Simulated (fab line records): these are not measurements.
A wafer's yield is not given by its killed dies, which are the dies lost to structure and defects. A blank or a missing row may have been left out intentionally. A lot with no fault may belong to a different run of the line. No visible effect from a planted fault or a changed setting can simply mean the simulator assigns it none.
fab line records -- flow n5-finfet
record lots=7, wafers=21
route steps=1938 shown BEOL_M11@1539 BEOL_M12@1609 BEOL_M13@1673 BEOL_M14@1739 BEOL_M15@1820 PASS1_DEP@1831 PASS1_CAP@1873
start-h: hours from the record's opening day to when the first of the lot's shown wafers began -- wait-h: hours since the lot's step before -- " the same as in the row above -- L1.1+2: several wafers, shown together as one row -- - no value, or no start given -- * or withheld: withheld -- < > ~ a bound
route shown NAME@n: a module of which the file shows steps, and the number in the route of the first -- usual: mean and standard deviation over wafers with no fault -- same: alike in all rows -- chamber/n: place in a boat -- sites: readings site by site -- _std_site: standard deviation across them -- _edge_site: mean of outer sites minus mean of inner sites -- radius-mm: how far each site lies from the wafer's centre -- mask NAME#n: copy n -- behind: the most recent tool/chamber to have shaped the wafer -- hold: why the lot went on hold/how many hours it stayed there/how the hold came to an end -- device: transistor that didn't switch, given as n, p or np -- end of line: tests run on the same wafers once the route is complete -- step lacking rows: just its recipe -- killed: dies that structure and defects cost at the first sort, which is not the same as the wafer's yield -- map: shows each die of a wafer: x if killed, . if not, _ if none is there
set.NAME: the setting the step ran with; set.NAME@STEP: the setting that earlier step ran with -- model.NAME: the simulator's own value behind a step, which no gauge read
one table per step and one row per wafer, for lots whose settings were changed on purpose
## steps
# step N5_BEOL_M11_PECVD_70
# recipe material=SiO2, target-thk-a=200, temp-c=400, precursor=TEOS/O2, pressure-torr=5.5, rf-w=450, teos-flow-sccm=53.8, gas=O2, flow-sccm=3000, time-s=22.7
lot.wafer,tool,chamber,start-h,wait-h,set.temp-c,model.SiO2_of_BEOL_M11_PECVD_70.thk-nm
L079.3,pecvd-02,0,265.83,0.0,409.6,18.4
L079.4,pecvd-02,0,265.83,0.0,409.6,18.6
L079.6,pecvd-02,2,265.83,0.0,400,19.8
L085.1,pecvd-04,0,301.57,0.0,386.4,21.8
L085.4,pecvd-04,1,301.57,0.0,386.4,22.4
L085.5,pecvd-04,2,301.57,0.0,400,20.6
L089.3+5,pecvd-01,1,306.16,0.0,393.1,20.8
L089.6,pecvd-01,2,306.16,0.0,400,20.2
L087.2,pecvd-01,1,308.09,0.0,400,19.4
L087.3,pecvd-01,2,308.09,0.0,400,19.6
L087.5,pecvd-01,0,308.09,0.0,400,20
L090.2,pecvd-02,0,324.42,0.0,400,20.2
L090.5,pecvd-02,1,324.42,0.0,400,20.6
L090.6,pecvd-02,0,324.42,0.0,388.4,22.4
L094.1,pecvd-04,1,335.69,0.0,400,20
L094.4,pecvd-04,1,335.69,0.0,389,21.8
L094.6,pecvd-04,0,335.69,0.0,389,21.6
L097.2+6,pecvd-04,"2,1",361.92,0.0,400,19.8
L097.3,pecvd-04,1,361.92,0.0,400,19.6
# step N5_BEOL_M11_HM_DEP_02
# recipe material=TiN, target-thk-a=200, temp-c=25, chamber-pressure-pa=0.49996
# step N5_BEOL_M11_COAT_59
# recipe resist=SOC, temp-c=250, time-s=60, spin-rpm=1500, resist-thk-nm=100
# step N5_BEOL_M11_STRIP_77
# recipe chemistry=N2/H2, time-s=10, power-w=450, temp-c=40, pressure-mtorr=20, rf-frequency-hz=6e+07, bias-power-w=7, n2-flow-sccm=200, h2-flow-sccm=200
# step N5_BEOL_M11_HM_STRIP_39
# recipe chemistry=peroxide-tin-strip, material=TiN, target-depth-a=250, temp-c=50, time-s=158
lot.wafer,tool,chamber,start-h,wait-h,set.temp-c@BEOL_M11_PECVD_70,model.SiO2_of_BEOL_M11_PECVD_70.thk-nm
L079.3,wet-bench-04,5,270.86,0.0,409.6,18.2
L079.4,wet-bench-04,4,270.86,0.0,409.6,18.6
L079.6,wet-bench-04,2,270.86,0.0,400,19.6
L085.1,wet-bench-04,7,305.47,0.0,386.4,21.8
L085.4,wet-bench-04,2,305.47,0.0,386.4,22.2
L085.5,wet-bench-04,4,305.47,0.0,400,20.4
L089.3+5,wet-bench-01,"1,3",308.78,0.0,393.1,20.6
L089.6,wet-bench-01,5,308.78,0.0,400,20
L087.2,wet-bench-01,0,312.96,0.0,400,19.2
L087.3,wet-bench-01,5,312.96,0.0,400,19.4
L087.5,wet-bench-01,3,312.96,0.0,400,19.8
L090.2,wet-bench-04,5,330.38,0.0,400,20
L090.5,wet-bench-04,1,330.38,0.0,400,20.4
L090.6,wet-bench-04,6,330.38,0.0,388.4,22.2
L094.1,wet-bench-04,2,341.17,0.0,400,20
L094.4,wet-bench-04,6,341.17,0.0,389,21.6
L094.6,wet-bench-04,5,341.17,0.0,389,21.4
L097.2+6,wet-bench-01,"1,3",370.17,0.0,400,19.6
L097.3,wet-bench-01,0,370.17,0.0,400,19.4
# step N5_BEOL_M12_PEB_08
# recipe peb-temp-c=130, peb-time-s=90
lot.wafer,tool,chamber,start-h,wait-h,set.peb-temp-c
L079.3+4,litho-track-05,0,276.10,0.0,130
L079.6,litho-track-05,0,276.10,0.0,127.2
L085.1+4+5,litho-track-05,0,308.78,0.1,130
L089.3+6,litho-track-03,0,311.76,0.0,128
L089.5,litho-track-03,0,311.76,0.0,130
L087.2+3+5,litho-track-04,0,316.39,0.0,130
L090.2+5+6,litho-track-05,0,334.17,0.0,130
L094.1+6,litho-track-03,0,345.61,0.1,130
L094.4,litho-track-03,0,345.61,0.1,127.7
L097.2+3+6,litho-track-05,0,373.84,0.0,130
# step N5_BEOL_M12_DEVELOP_09
# recipe develop-time-s=45, rinse-liquid=diw, dry=air-spin, dev-temp-c=21
# step N5_BEOL_M12_HARDBAKE_14
# recipe temp-c=130, time-s=120
# step N5_BEOL_M12_CD_MEAS_10
# recipe target-cd-nm=140, landing-energy-ev=500, detector=se-inlens, polarity=opening
# usual cd-nm=139.9/1.1
lot.wafer,tool,chamber,start-h,wait-h,set.peb-temp-c@BEOL_M12_PEB_08,cd-nm
L079.3,cd-sem-01,0,276.21,-,130,138.6
L079.4,cd-sem-01,0,276.21,-,130,137.3
L079.6,cd-sem-01,0,276.21,-,127.2,127.0
L085.1,cd-sem-01,0,308.90,-,130,136.6
L085.4,cd-sem-01,0,308.90,-,130,140.8
L085.5,cd-sem-01,0,308.90,-,130,137.0
L089.3,cd-sem-03,0,311.88,-,128,129.8
L089.5,cd-sem-03,0,311.88,-,130,139.6
L089.6,cd-sem-03,0,311.88,-,128,127.1
L087.2,cd-sem-03,0,316.51,-,130,140.2
L087.3,cd-sem-03,0,316.51,-,130,140.3
L087.5,cd-sem-03,0,316.51,-,130,141.5
L090.2,cd-sem-02,0,334.28,-,130,135.9
L090.5,cd-sem-02,0,334.28,-,130,137.1
L090.6,cd-sem-02,0,334.28,-,130,140.2
L094.1,cd-sem-03,0,345.73,-,130,137.5
L094.4,cd-sem-03,0,345.73,-,127.7,131.3
L094.6,cd-sem-03,0,345.73,-,130,139.1
L097.2,cd-sem-01,0,373.96,-,130,139.0
L097.3,cd-sem-01,0,373.96,-,130,140.0
L097.6,cd-sem-01,0,373.96,-,130,137.0
# step N5_BEOL_M13_ETCH_59
# recipe chemistry=N2/H2, target=BARC, target-depth-a=890, overetch-a=267, time-s=67.9, ion-energy-ev=200, pressure-mtorr=30, source-w=840, bias-w=150, n2-flow-sccm=200, h2-flow-sccm=200
lot.wafer,tool,chamber,start-h,wait-h,set.time-s,model.coat_of_BEOL_M13_COAT_04.thk-nm
L079.3,rie-diel-01,0,281.90,0.0,52.89,333
L079.4,rie-diel-01,1,281.90,0.0,67.9,319
L079.6,rie-diel-01,2,281.90,0.0,67.9,320
L085.1,rie-diel-01,2,314.14,0.0,67.9,318
L085.4,rie-diel-01,3,314.14,0.0,67.9,315.2
L085.5,rie-diel-01,0,314.14,0.0,67.9,317.2
L089.3,rie-diel-01,1,317.76,0.0,67.9,317
L089.5,rie-diel-01,1,317.76,0.0,67.9,316.8
L089.6,rie-diel-01,2,317.76,0.0,78.8,305.8
L087.2,rie-diel-01,3,321.65,0.0,67.9,315.4
L087.3,rie-diel-01,1,321.65,0.0,67.9,317.8
L087.5,rie-diel-01,3,321.65,0.0,67.9,315
L090.2,rie-diel-06,1,339.55,0.0,67.9,317.4
L090.5,rie-diel-06,1,339.55,0.0,67.9,317.6
L090.6,rie-diel-06,0,339.55,0.0,77.72,309.8
L094.1,rie-diel-01,2,350.03,0.0,67.9,320.8
L094.4,rie-diel-01,1,350.03,0.0,67.9,320
L094.6,rie-diel-01,3,350.03,0.0,67.9,317.2
L097.2,rie-diel-01,3,384.16,0.0,62.64,321
L097.3,rie-diel-01,1,384.16,0.0,67.9,314.6
L097.6,rie-diel-01,2,384.16,0.0,62.64,324.2
# step N5_BEOL_M14_COAT_22
# recipe spin-rpm=2888, resist-thk-nm=300
lot.wafer,tool,chamber,start-h,wait-h,set.spin-rpm,model.coat_of_BEOL_M14_COAT_22.thk-nm
L079.3,litho-track-05,0,-,-,2888,300
L079.4,litho-track-05,0,-,-,2888,298.6
L079.6,litho-track-05,0,-,-,2888,298.8
L085.1,litho-track-05,0,-,-,3006,295
L085.4,litho-track-05,0,-,-,2888,299.8
L085.5,litho-track-05,0,-,-,3006,295.8
L089.3,litho-track-02,0,-,-,2888,299.4
L089.5,litho-track-02,0,-,-,2888,301
L089.6,litho-track-02,0,-,-,2888,300
L087.2,litho-track-05,0,-,-,2888,301
L087.3,litho-track-05,0,-,-,2888,300
L087.5,litho-track-05,0,-,-,2888,300.6
L090.2,litho-track-02,0,-,-,2888,300.2
L090.5,litho-track-02,0,-,-,3118,289.2
L090.6,litho-track-02,0,-,-,3118,289.4
L094.1,litho-track-05,0,-,-,3095,288.4
L094.4,litho-track-05,0,-,-,2888,298.2
L094.6,litho-track-05,0,-,-,2888,298.8
L097.2,litho-track-02,0,-,-,2888,299
L097.3,litho-track-02,0,-,-,2888,300.2
L097.6,litho-track-02,0,-,-,2888,298.8
# step N5_BEOL_M14_PEB_26
# recipe peb-temp-c=130, peb-time-s=90
lot.wafer,tool,chamber,start-h,wait-h,set.peb-temp-c
L079.3+4,litho-track-05,0,287.36,0.0,131.1
L079.6,litho-track-05,0,287.36,0.0,130
L085.1+4+5,litho-track-05,0,323.85,0.1,130
L089.3,litho-track-05,0,324.76,0.0,130
L089.5+6,litho-track-05,0,324.76,0.0,127.6
L087.2+3+5,litho-track-05,0,328.41,0.0,130
L090.2+6,litho-track-03,0,346.10,0.0,130
L090.5,litho-track-03,0,346.10,0.0,128.5
L094.1,litho-track-03,0,355.40,0.1,133.1
L094.4+6,litho-track-03,0,355.40,0.1,130
L097.2+6,litho-track-05,0,389.90,0.0,133.7
L097.3,litho-track-05,0,389.90,0.0,130
# step N5_BEOL_M14_DEVELOP_27
# recipe develop-time-s=45, rinse-liquid=diw, dry=air-spin, dev-temp-c=21
# step N5_BEOL_M14_HARDBAKE_32
# recipe temp-c=130, time-s=120
# step N5_BEOL_M14_CD_MEAS_28
# recipe target-cd-nm=284.4, landing-energy-ev=500, detector=se-inlens
# usual cd-nm=284.9/1.4
lot.wafer,tool,chamber,start-h,wait-h,set.peb-temp-c@BEOL_M14_PEB_26,cd-nm
L079.3,cd-sem-01,0,287.47,-,131.1,289.8
L079.4,cd-sem-01,0,287.47,-,131.1,290.8
L079.6,cd-sem-01,0,287.47,-,130,284.7
L085.1,cd-sem-02,0,323.96,-,130,287.1
L085.4,cd-sem-02,0,323.96,-,130,286.0
L085.5,cd-sem-02,0,323.96,-,130,286.6
L089.3,cd-sem-02,0,324.87,-,130,286.6
L089.5,cd-sem-02,0,324.87,-,127.6,274.5
L089.6,cd-sem-02,0,324.87,-,127.6,272.6
L087.2,cd-sem-03,0,328.52,-,130,285.1
L087.3,cd-sem-03,0,328.52,-,130,286.0
L087.5,cd-sem-03,0,328.52,-,130,284.8
L090.2,cd-sem-02,0,346.22,-,130,283.9
L090.5,cd-sem-02,0,346.22,-,128.5,274.7
L090.6,cd-sem-02,0,346.22,-,130,283.4
L094.1,cd-sem-02,0,355.52,-,133.1,296.3
L094.4,cd-sem-02,0,355.52,-,130,284.7
L094.6,cd-sem-02,0,355.52,-,130,283.1
L097.2,cd-sem-02,0,390.01,-,133.7,299.8
L097.3,cd-sem-02,0,390.01,-,130,284.6
L097.6,cd-sem-02,0,390.01,-,133.7,298.4
# step N5_BEOL_M14_DESCUM_33
# recipe chemistry=O2, time-s=7.9, source-power-w=50, bias-power-w=20, pressure-mtorr=20, rf-frequency-hz=2.712e+07, temp-c=40, o2-flow-sccm=225
lot.wafer,tool,chamber,start-h,wait-h,set.peb-temp-c@BEOL_M14_PEB_26,model.BEOL_M14.cd-nm
L079.3,rie-diel-03,0,287.56,0.0,131.1,289.8
L079.4,rie-diel-03,1,287.56,0.0,131.1,290.8
L079.6,rie-diel-03,3,287.56,0.0,130,284.8
L085.1,rie-diel-03,3,324.29,0.3,130,287.2
L085.4,rie-diel-03,1,324.29,0.3,130,286
L085.5,rie-diel-03,0,324.29,0.3,130,286.8
L089.3,rie-diel-04,0,325.25,0.3,130,286.4
L089.5,rie-diel-04,2,325.25,0.3,127.6,274.6
L089.6,rie-diel-04,1,325.25,0.3,127.6,272.8
L087.2+3,rie-diel-03,"2,0",328.64,0.1,130,285.4
L087.5,rie-diel-03,1,328.64,0.1,130,285
L090.2,rie-diel-04,2,346.31,0.0,130,283.8
L090.5,rie-diel-04,0,346.31,0.0,128.5,274.8
L090.6,rie-diel-04,1,346.31,0.0,130,283.6
L094.1,rie-diel-03,1,355.63,0.1,133.1,296.8
L094.4,rie-diel-03,0,355.63,0.1,130,284.4
L094.6,rie-diel-03,0,355.63,0.1,130,283.2
L097.2,rie-diel-04,1,390.10,0.0,133.7,300
L097.3,rie-diel-04,3,390.10,0.0,130,284.6
L097.6,rie-diel-04,3,390.10,0.0,133.7,298.6
# step N5_BEOL_M14_ETCH_67
# recipe chemistry=CF4, target=SiARC, target-depth-a=1430, time-s=238.3, ion-energy-ev=80, pressure-mtorr=40, source-w=545, bias-w=36, Ar_flow_sccm=100, cf4-flow-sccm=100, ends=cleared
lot.wafer,tool,chamber,start-h,wait-h,set.peb-temp-c@BEOL_M14_PEB_26,model.BEOL_M14.cd-nm
L079.3,rie-diel-03,0,287.59,0.0,131.1,285.8
L079.4,rie-diel-03,1,287.59,0.0,131.1,286.8
L079.6,rie-diel-03,3,287.59,0.0,130,280.4
L085.1,rie-diel-03,3,324.32,0.0,130,283.4
L085.4,rie-diel-03,1,324.32,0.0,130,282.6
L085.5,rie-diel-03,0,324.32,0.0,130,283.2
L089.3,rie-diel-04,0,325.29,0.0,130,281.4
L089.5,rie-diel-04,2,325.29,0.0,127.6,270.8
L089.6,rie-diel-04,1,325.29,0.0,127.6,268.4
L087.2,rie-diel-03,2,328.68,0.0,130,280.8
L087.3,rie-diel-03,0,328.68,0.0,130,281.4
L087.5,rie-diel-03,1,328.68,0.0,130,281.2
L090.2,rie-diel-04,2,346.34,0.0,130,279.6
L090.5,rie-diel-04,0,346.34,0.0,128.5,270.6
L090.6,rie-diel-04,1,346.34,0.0,130,279
L094.1,rie-diel-03,1,355.66,0.0,133.1,292.4
L094.4,rie-diel-03,0,355.66,0.0,130,279.8
L094.6,rie-diel-03,0,355.66,0.0,130,278.6
L097.2,rie-diel-04,1,390.13,0.0,133.7,295.6
L097.3,rie-diel-04,3,390.13,0.0,130,280
L097.6,rie-diel-04,3,390.13,0.0,133.7,294
# step N5_BEOL_M14_ETCH_68
# recipe chemistry=N2/H2, target=SOC, mask-material=SiARC, source-w=3000, bias-w=350, temp-c=40, time-s=450, ion-energy-ev=200, pressure-mtorr=30, n2-flow-sccm=200, h2-flow-sccm=200
lot.wafer,tool,chamber,start-h,wait-h,set.peb-temp-c@BEOL_M14_PEB_26,model.BEOL_M14.cd-nm
L079.3,rie-diel-03,0,287.74,0.1,131.1,285.8
L079.4,rie-diel-03,1,287.74,0.1,131.1,287
L079.6,rie-diel-03,3,287.74,0.1,130,281.6
L085.1,rie-diel-03,3,324.47,0.1,130,283.4
L085.4,rie-diel-03,1,324.47,0.1,130,282.4
L085.5,rie-diel-03,0,324.47,0.1,130,282
L089.3,rie-diel-04,0,325.43,0.1,130,281.6
L089.5,rie-diel-04,2,325.43,0.1,127.6,271.2
L089.6,rie-diel-04,1,325.43,0.1,127.6,268.6
L087.2,rie-diel-03,1,328.82,0.1,130,282.8
L087.3,rie-diel-03,2,328.82,0.1,130,282.6
L087.5,rie-diel-03,0,328.82,0.1,130,281.2
L090.2,rie-diel-04,2,346.49,0.1,130,280
L090.5,rie-diel-04,0,346.49,0.1,128.5,268.6
L090.6,rie-diel-04,1,346.49,0.1,130,276.4
L094.1,rie-diel-03,1,355.81,0.1,133.1,293.2
L094.4,rie-diel-03,0,355.81,0.1,130,280.8
L094.6,rie-diel-03,0,355.81,0.1,130,279
L097.2,rie-diel-04,1,390.28,0.1,133.7,296.6
L097.3,rie-diel-04,3,390.28,0.1,130,278.2
L097.6,rie-diel-04,3,390.28,0.1,133.7,293.4
# step N5_BEOL_M14_STRIP_69
# recipe chemistry=N2/H2, temp-c=40, n2-flow-sccm=200, h2-flow-sccm=200, rf-frequency-hz=6e+07
# step N5_BEOL_M14_TRENCH_ETCH_34
# recipe chemistry=C4F8/O2/Ar, target=SiO2, target-depth-a=5566.5, mask-material=SOC, he-inner-torr=15, he-outer-torr=30, time-s=126.9, ion-energy-ev=800, pressure-mtorr=20, source-w=1905, bias-w=2040, Ar_flow_sccm=400, C4F8_flow_sccm=16, O2_flow_sccm=12
# step N5_BEOL_M14_STRIP_37
# recipe chemistry=O2, power-w=600, temp-c=60, pressure-mtorr=30, rf-frequency-hz=6e+07, bias-power-w=0, overash-fraction=0.3, o2-flow-sccm=225
# step N5_BEOL_M14_ETCH_38
# recipe chemistry=CF4/N2, target=SiCN, target-depth-a=1065, taper-deg=2, time-s=120.6, ion-energy-ev=150, mask-material=SiO2, pressure-mtorr=40, source-w=430, bias-w=70, Ar_flow_sccm=100, cf4-flow-sccm=60, n2-flow-sccm=60
lot.wafer,tool,chamber,start-h,wait-h,set.peb-temp-c@BEOL_M14_PEB_26,model.BEOL_M14.cd-nm
L079.3,rie-diel-03,2,-,-,131.1,286.2
L079.4,rie-diel-03,0,-,-,131.1,287
L079.6,rie-diel-03,1,-,-,130,281.4
L085.1,rie-diel-04,1,-,-,130,283.2
L085.4,rie-diel-04,3,-,-,130,282.2
L085.5,rie-diel-04,0,-,-,130,282
L089.3,rie-diel-04,3,-,-,130,281.8
L089.5,rie-diel-04,3,-,-,127.6,271.6
L089.6,rie-diel-04,0,-,-,127.6,268.8
L087.2,rie-diel-03,0,-,-,130,283.2
L087.3,rie-diel-03,3,-,-,130,282.8
L087.5,rie-diel-03,0,-,-,130,281.6
L090.2,rie-diel-05,0,-,-,130,279.6
L090.5,rie-diel-05,2,-,-,128.5,268.4
L090.6,rie-diel-05,1,-,-,130,276
L094.1,rie-diel-05,3,-,-,133.1,293
L094.4,rie-diel-05,2,-,-,130,280.8
L094.6,rie-diel-05,0,-,-,130,278.8
L097.2,rie-diel-03,2,-,-,133.7,296.8
L097.3,rie-diel-03,1,-,-,130,278.2
L097.6,rie-diel-03,2,-,-,133.7,293.6
# step N5_BEOL_M15_SPUTTER_44
# recipe material=Ta, target-thk-a=150, temp-c=50, bias-v=80, power-w=15000, chamber-pressure-pa=0.07, time-s=24.19
lot.wafer,tool,chamber,start-h,wait-h,set.power-w,model.Ta_of_BEOL_M15_SPUTTER_44.thk-nm
L079.3,pvd-sputter-03,-,302.72,0.0,15000,15.2
L079.4+6,pvd-sputter-03,-,302.72,0.0,15000,15
L089.3+6,pvd-sputter-01,-,333.89,0.0,15000,15.2
L089.5,pvd-sputter-01,-,333.89,0.0,16860,17
L085.1+4,pvd-sputter-01,-,334.77,0.0,15000,15.2
L085.5,pvd-sputter-01,-,334.77,0.0,17050,17.2
L087.2+3+5,pvd-sputter-01,-,335.25,0.0,15000,15.2
L090.2+5+6,pvd-sputter-01,-,356.91,0.0,15000,15
L094.1+4,pvd-sputter-02,-,363.35,0.0,13790,13.8
L094.6,pvd-sputter-02,-,363.35,0.0,15000,15
L097.2+3,pvd-sputter-03,-,409.33,0.0,16830,16.8
L097.6,pvd-sputter-03,-,409.33,0.0,15000,15
# step N5_PASSIVATION_PECVD_00
# recipe material=SiO2, target-thk-a=2000, temp-c=400, precursor=SiH4/N2O, pressure-torr=2.7, rf-w=608, time-s=11.2
lot.wafer,tool,chamber,start-h,wait-h,set.time-s,model.SiO2_of_PASSIVATION_PECVD_00.thk-nm
L079.3,pecvd-02,1,304.90,0.5,11.2,198.8
L079.4,pecvd-02,1,304.90,0.5,11.2,201.8
L079.6,pecvd-02,2,304.90,0.5,11.2,201.4
L089.3,pecvd-03,2,336.27,0.5,11.2,197.4
L089.5,pecvd-03,0,336.27,0.5,11.2,203.2
L089.6,pecvd-03,2,336.27,0.5,11.2,200.4
L085.1,pecvd-02,2,337.18,0.8,11.2,200.4
L085.4,pecvd-02,0,337.18,0.8,11.2,201.2
L085.5,pecvd-02,1,337.18,0.8,11.2,201.8
L087.2,pecvd-03,1,337.46,0.7,11.2,201
L087.3,pecvd-03,2,337.46,0.7,11.2,199.8
L087.5,pecvd-03,0,337.46,0.7,11.2,203.8
L090.2,pecvd-03,0,359.11,0.7,9.588,169.6
L090.5,pecvd-03,1,359.11,0.7,9.588,171.6
L090.6,pecvd-03,2,359.11,0.7,11.2,205.2
L094.1,pecvd-04,1,365.52,0.8,11.2,196
L094.4,pecvd-04,0,365.52,0.8,11.2,199
L094.6,pecvd-04,1,365.52,0.8,10.32,182.6
L097.2,pecvd-04,2,412.23,0.7,11.67,208.6
L097.3,pecvd-04,0,412.23,0.7,11.2,197
L097.6,pecvd-04,0,412.23,0.7,11.2,200.2
# step N5_PASSIVATION_PECVD_55
# recipe material=SiO2, target-thk-a=4000, temp-c=400, precursor=SiH4/N2O, pressure-torr=2.7, rf-w=608, time-s=22.5
lot.wafer,tool,chamber,start-h,wait-h,set.time-s,model.SiO2_of_PASSIVATION_PECVD_55.thk-nm
L079.3,pecvd-01,1,308.89,0.0,25.18,449.8
L079.4,pecvd-01,0,308.89,0.0,25.18,455
L079.6,pecvd-01,1,308.89,0.0,22.5,406.8
L089.3,pecvd-01,2,340.47,0.0,22.5,403
L089.5,pecvd-01,2,340.47,0.0,22.5,405.4
L089.6,pecvd-01,0,340.47,0.0,22.5,410.2
L085.1,pecvd-02,1,340.83,0.0,22.5,400.8
L085.4,pecvd-02,2,340.83,0.0,22.5,399.4
L085.5,pecvd-02,0,340.83,0.0,22.5,397.8
L087.2,pecvd-01,2,341.26,0.0,22.5,397.4
L087.3,pecvd-01,0,341.26,0.0,22.5,394.6
L087.5,pecvd-01,1,341.26,0.0,22.5,402.8
L090.2,pecvd-03,1,364.35,0.0,25.68,458.8
L090.5,pecvd-03,0,364.35,0.0,22.5,407.6
L090.6,pecvd-03,2,364.35,0.0,22.5,408
L094.1,pecvd-03,0,372.20,0.0,25.86,452
L094.4,pecvd-03,2,372.20,0.0,25.86,462.6
L094.6,pecvd-03,0,372.20,0.0,22.5,401
L097.2,pecvd-02,0,417.24,0.0,22.5,405.6
L097.3,pecvd-02,1,417.24,0.0,22.5,406.4
L097.6,pecvd-02,0,417.24,0.0,22.5,412.2
## key
split step=N5_BEOL_M11_PECVD_70, setting=temp-c, stated=400, by=wafer
response step=N5_BEOL_M11_PECVD_70, reading=model.SiO2_of_BEOL_M11_PECVD_70.thk-nm, change=-0.544, per=1%, r=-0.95
response step=N5_BEOL_M11_HM_STRIP_39, reading=model.SiO2_of_BEOL_M11_PECVD_70.thk-nm, change=-0.532, per=1%, r=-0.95
split step=N5_BEOL_M12_PEB_08, setting=peb-temp-c, stated=130, by=wafer
response step=N5_BEOL_M12_CD_MEAS_10, reading=cd-nm, change=+5.24, per=1%, r=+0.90
split step=N5_BEOL_M13_ETCH_59, setting=time-s, stated=67.9, by=wafer
response step=N5_BEOL_M13_ETCH_59, reading=model.coat_of_BEOL_M13_COAT_04.thk-nm, change=-0.64, per=1%, r=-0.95
split step=N5_BEOL_M14_COAT_22, setting=spin-rpm, stated=2888, by=wafer
response step=N5_BEOL_M14_COAT_22, reading=model.coat_of_BEOL_M14_COAT_22.thk-nm, change=-1.35, per=1%, r=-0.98
split step=N5_BEOL_M14_PEB_26, setting=peb-temp-c, stated=130, by=wafer
response step=N5_BEOL_M14_CD_MEAS_28, reading=cd-nm, change=+5.73, per=1%, r=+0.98
response step=N5_BEOL_M14_DESCUM_33, reading=model.BEOL_M14.cd-nm, change=+5.78, per=1%, r=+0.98
response step=N5_BEOL_M14_ETCH_67, reading=model.BEOL_M14.cd-nm, change=+5.74, per=1%, r=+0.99
response step=N5_BEOL_M14_ETCH_68, reading=model.BEOL_M14.cd-nm, change=+6.04, per=1%, r=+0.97
response step=N5_BEOL_M14_ETCH_38, reading=model.BEOL_M14.cd-nm, change=+6.06, per=1%, r=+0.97
split step=N5_BEOL_M15_SPUTTER_44, setting=power-w, stated=15000, by=wafer
response step=N5_BEOL_M15_SPUTTER_44, reading=model.Ta_of_BEOL_M15_SPUTTER_44.thk-nm, change=+0.147, per=1%, r=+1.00
split step=N5_PASSIVATION_PECVD_00, setting=time-s, stated=11.2, by=wafer
response step=N5_PASSIVATION_PECVD_00, reading=model.SiO2_of_PASSIVATION_PECVD_00.thk-nm, change=+2.29, per=1%, r=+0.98
split step=N5_PASSIVATION_PECVD_55, setting=time-s, stated=22.5, by=wafer
response step=N5_PASSIVATION_PECVD_55, reading=model.SiO2_of_PASSIVATION_PECVD_55.thk-nm, change=+3.73, per=1%, r=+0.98
